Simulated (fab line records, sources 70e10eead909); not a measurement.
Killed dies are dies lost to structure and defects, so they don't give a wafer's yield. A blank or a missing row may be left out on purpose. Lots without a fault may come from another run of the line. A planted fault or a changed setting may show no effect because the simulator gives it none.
A struck lot beside a sound one | flow nand_harc | 18 steps out of a route of 1302
Sound: wafers L338.2, L338.4, L338.5. Struck: wafers L335.3, L335.4, L335.5. The cause comes at the end.
At each step with rows: each side's tool, then ch and its chambers, then its first start. Under that, the readings that differ: sound wafers | struck wafers | difference of the means | sigmas: that difference in standard deviations of wafers without a fault.
alike: readings whose means differ by less than 2 such deviations, and words and numbers that are the same on both sides. not compared: withheld readings, readings that some wafer has no value for, bounds like >300 that may hide the same value, and numbers for which the record gives no deviation and whose values overlap.
The two part at a step that has a row with sigmas, a row that says differs or no value, or rows on one side only. Numbers that don't overlap but have no deviation are shown without sigmas and don't part them. A reading that every wafer of one side lacks parts them only if that side has two wafers or more.

NHARC_P_CONTACT_CVD_23: deposits W, target thk 200 nm, time 557 s.
  sound on cvd_w-01 ch 0,1; struck on cvd_w-02 ch 0,1
  alike: heater_power_w, susceptor_temp_C, throttle_valve_pct
NHARC_P_CONTACT_CMP_24: polishes, t overpolish 30 s, target thk 200 nm.
  sound on cmp-03 ch 1,2,3, day 12 20:56; struck on cmp-02 ch 0,2, day 11 12:23
  alike: motor_current_A, overpolish_run_s, time_to_endpoint_s
then, 1 step without rows for these wafers: NHARC_P_CONTACT_SRD_26.
NHARC_P_CONTACT_INSPECT_27:
  sound on defect_inspect-01, day 12 21:17; struck on defect_inspect-01, day 11 12:46
  alike: raw_defect_count
then, 7 steps without rows for these wafers: NHARC_P_M0_DEP_00 (deposits SiOC, target thk 150 nm); NHARC_P_M0_DEHYDRATE_01 (time 120 s); NHARC_P_M0_HMDS_02 (time 30 s); NHARC_P_M0_COAT_33 (time 65 s); NHARC_P_M0_COAT_03 (resist thk 90 nm); NHARC_P_M0_SOFTBAKE_04 (time 55 s); NHARC_P_M0_EBR_05.
NHARC_P_M0_EXPOSE_06: exposes mask P M0, target cd 90 nm.
  sound on arfi_scanner-03 ch 0, day 12 22:04; struck on arfi_scanner-02 ch 0, day 11 13:32
  reading                      | sound                   | struck            | difference | sigmas
  model.P_M0.overlay_x_nm (nm) | 0.02638 0.02638 0.02638 | 13.42 13.42 13.42 | +13.39     |
  alike: mask
then, 2 steps without rows for these wafers: NHARC_P_M0_PEB_07 (peb time 65 s); NHARC_P_M0_DEVELOP_08 (develop time 35 s).
NHARC_P_M0_CD_MEAS_09: target cd 90 nm.
  sound on cd_sem-02 ch 0, day 12 22:12; struck on cd_sem-02 ch 0, day 11 13:40
  alike: cd_nm
NHARC_P_M0_OVL_MEAS_10: pitch 180 nm.
  sound on overlay-01, day 12 22:17; struck on overlay-02, day 11 13:46
  reading           | sound       | struck         | difference | sigmas
  overlay_x_nm (nm) | 0.5 0.1 0.0 | 13.7 13.7 13.5 | +13.4      | +19
  alike: overlay_y_nm
NHARC_P_M0_INSPECT_11:
  sound on defect_inspect-02, day 12 22:19; struck on defect_inspect-01, day 11 13:47
  alike: raw_defect_count
-- the record jumps here: 19 days lie between the struck wafers' starts before and after (it left off in module P_M0 and takes up again in module END, whose first step shown is number 1302 of the route) --
NHARC_END_SORT_01:
  sound on prober-01 ch 0, day 31 08:34; struck on prober-01 ch 0, day 30 03:56
  alike: defect_limited_yield, killed_at_array, killed_at_other, killed_at_periphery, killed_dies, killed_open, killed_short, sort_bin_2_pct, sort_bin_3_pct, sort_bin_4_pct, sort_n_pass, sort_rim_yield_pct, sort_yield_pct

WHERE THEY PART
Only at NHARC_P_M0_OVL_MEAS_10, within this record. Later steps at which nothing parts them and some readings are alike: NHARC_P_M0_INSPECT_11, NHARC_END_SORT_01.

WHY: what the simulator had put in
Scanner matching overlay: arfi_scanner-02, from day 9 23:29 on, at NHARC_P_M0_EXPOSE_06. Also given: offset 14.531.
